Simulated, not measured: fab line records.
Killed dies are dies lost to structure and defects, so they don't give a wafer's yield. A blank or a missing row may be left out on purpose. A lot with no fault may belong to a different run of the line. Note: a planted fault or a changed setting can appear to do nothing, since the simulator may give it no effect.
Struck lot and sound lot, side by side | flow n5Finfet | 37 out of 1938 route steps
Sound: wafers L110.1, L110.4, L110.5. Struck: wafer L120.3 (left out: L120.1, a lot-mate that was not struck); the cause follows at the end.
For every step that has rows: the tool of each side, followed by ch and its chambers, followed by its first start. Under that, the readings that differ: sound wafers | struck wafers | difference of the means | sigmas: that difference in standard deviations of wafers without a fault.
alike: words and numbers the same on both sides, and readings whose means are apart by under 2 such deviations; not compared: readings that were withheld, readings missing a value for some wafer, numbers with overlapping values and no deviation given by the record, and bounds like >300 which may hide the same value.
The two part at a step that has a row with sigmas, a row that says differs or no value, or rows on one side only. When numbers do not overlap yet have no deviation, they are printed without sigmas and do not part them. A reading missing from all wafers of one side parts the sides only when that side holds two or more wafers.

first, 9 steps without rows for these wafers: N5_MOL_CONTACT_COAG_PRECLEAN_127 (cleans in DIW, time 57.5 s); N5_MOL_CONTACT_COAG_SRD_128 (dry time 32 s); N5_MOL_CONTACT_COAG_CMP_52 (polishes, stops on SiO2, t overpolish 1.5 s, target thk 66.5 nm); N5_MOL_CONTACT_COAG_ANNEAL_112 (time 1800 s); N5_BEOL_M0_SAQP_PECVD_00 (deposits SiCN from 3MS/NH3, target thk 8 nm, time 14 s); N5_BEOL_M0_SAQP_ILD_DEP_01 (deposits SiOC from DEMS/O2, target thk 45.419 nm, time 8.7 s); N5_BEOL_M0_SAQP_HM_DEP_02 (deposits TiN, target thk 12 nm); N5_BEOL_M0_SAQP_PECVD_03 (deposits SiCN from 3MS/NH3, target thk 12 nm, time 21.1 s); N5_BEOL_M0_SAQP_PECVD_96 (deposits a-Si from SiH4/He, target thk 45 nm, time 45.2 s).
N5_BEOL_M0_SAQP_PECVD_97: deposits SiNx from SiH4/NH3/N2, target thk 23 nm, time 19.9 s.
  sound on pecvd-03 ch 0,1,2, day 7 09:57; struck on pecvd-04 ch 0, day 10 03:17
reading                                        | sound          | struck | difference | sigmas
showerheadPlenumPTorr (Torr)                   | 5.17 5.33 5.25 | 5.00   | -0.25      | -2
model.SiNx_of_BEOL_M0_SAQP_PECVD_97.thkNm (nm) | 22.4 23 23     | 39.8   | +17.0      | 
  alike: heaterPowerW, showerheadVppV, throttleValvePct
then, 24 steps without rows for these wafers: N5_BEOL_M0_SAQP_PECVD_04 (deposits a-Si from SiH4/He, target thk 60 nm, time 60.2 s); N5_BEOL_M0_SAQP_HM_DEP_111 (deposits SiO2 from SiH4/N2O, target thk 12 nm, time 7.2 s); N5_BEOL_M0_SAQP_COAT_81 (time 60 s, resist thk 100 nm); N5_BEOL_M0_SAQP_COAT_82 (time 60 s, resist thk 30 nm); N5_BEOL_M0_SAQP_COAT_08 (resist thk 90 nm); N5_BEOL_M0_SAQP_EBR_10; N5_BEOL_M0_SAQP_SOFTBAKE_09 (time 60 s); N5_BEOL_M0_SAQP_EXPOSE_11 (exposes mask M0 CORE, target cd 42 nm); N5_BEOL_M0_SAQP_PEB_12 (peb time 60 s); N5_BEOL_M0_SAQP_DEVELOP_13 (develop time 30 s); N5_BEOL_M0_SAQP_DESCUM_19 (chemistry O2, time 7.9 s); N5_BEOL_M0_SAQP_ETCH_83 (etches SiARC in CF4, target depth 39 nm, time 65 s); N5_BEOL_M0_SAQP_ETCH_84 (etches SOC in N2/H2, target depth 100 nm, overetch 20 nm, time 150 s); N5_BEOL_M0_SAQP_STRIP_80 (strips in N2/H2); N5_BEOL_M0_SAQP_HM_OPEN_112 (chemistry CHF3/O2, target SiO2, stops on a-Si, target depth 12 nm, time 13.5 s); N5_BEOL_M0_SAQP_STRIP_113 (strips in CHF3/O2); N5_BEOL_M0_SAQP_MANDREL_ETCH_20 (etches a-Si in HBr/Cl2, stops on SiNx, target depth 60 nm, bt time 10 s, time 30 s); N5_BEOL_M0_SAQP_STRIP_86 (strips in N2/H2); N5_BEOL_M0_SAQP_STRIP_115 (strips in post etch residue remover, time 60 s); N5_BEOL_M0_SAQP_SRD_93 (time 30 s); N5_BEOL_M0_SAQP_RECESS_114 (chemistry HF/NH3, target SiO2, target depth 14.4 nm, afs cycles 3, sublimation time 60 s); N5_BEOL_M0_SAQP_SPACER1_ALD_98 (deposits SiO2, target thk 12.8 nm, pulse time 1 s, purge time 2 s); N5_BEOL_M0_SAQP_SPACER1_ETCHBACK_99 (etches SiO2 in CHF3/O2, target depth 15.4 nm, time 7.7 s); N5_BEOL_M0_SAQP_MANDREL1_REMOVE_100 (chemistry HBr/Cl2/O2, target a-Si, stops on SiNx, bt time 10 s).
N5_BEOL_M0_SAQP_ETCH_106: etches SOC in N2/H2, stops on SiNx, target depth 150 nm.
  sound on rieDiel-01 ch 1,2,3, day 7 12:58; struck on rieDiel-03 ch 3, day 10 07:59
reading                                        | sound          | struck | difference | sigmas
model.SiNx_of_BEOL_M0_SAQP_PECVD_97.thkNm (nm) | 14.8 15.2 15.2 | 32.4   | +17.3      | 
  alike: drypumpMotorCurrentA, oesProductAu, rfVppV, showerheadPlenumPTorr, throttleValvePct
  not compared: rfHoursCounterH
N5_BEOL_M4_RC_MEAS_101:
  the record has rows for the sound wafers here (prober-02 ch 0, day 9 18:12) and none for the struck ones
-- record jumps: 7 days separate the struck wafers' starts on either side; left off in module BEOL_M4, taken up again in module PASSIVATION, whose first shown step is the route's number 1936 --
N5_PASSIVATION_PROBE_49:
  the record has rows for the struck wafers here (prober-01, day 17 11:50) and none for the sound ones

## WHERE THEY PART
Earliest at N5_BEOL_M0_SAQP_PECVD_97; latest, in this record, at N5_PASSIVATION_PROBE_49.

WHY: what had been put in by the simulator
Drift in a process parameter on pecvd-04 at N5_BEOL_M0_SAQP_PECVD_97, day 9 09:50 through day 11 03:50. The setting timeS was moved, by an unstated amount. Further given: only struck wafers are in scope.
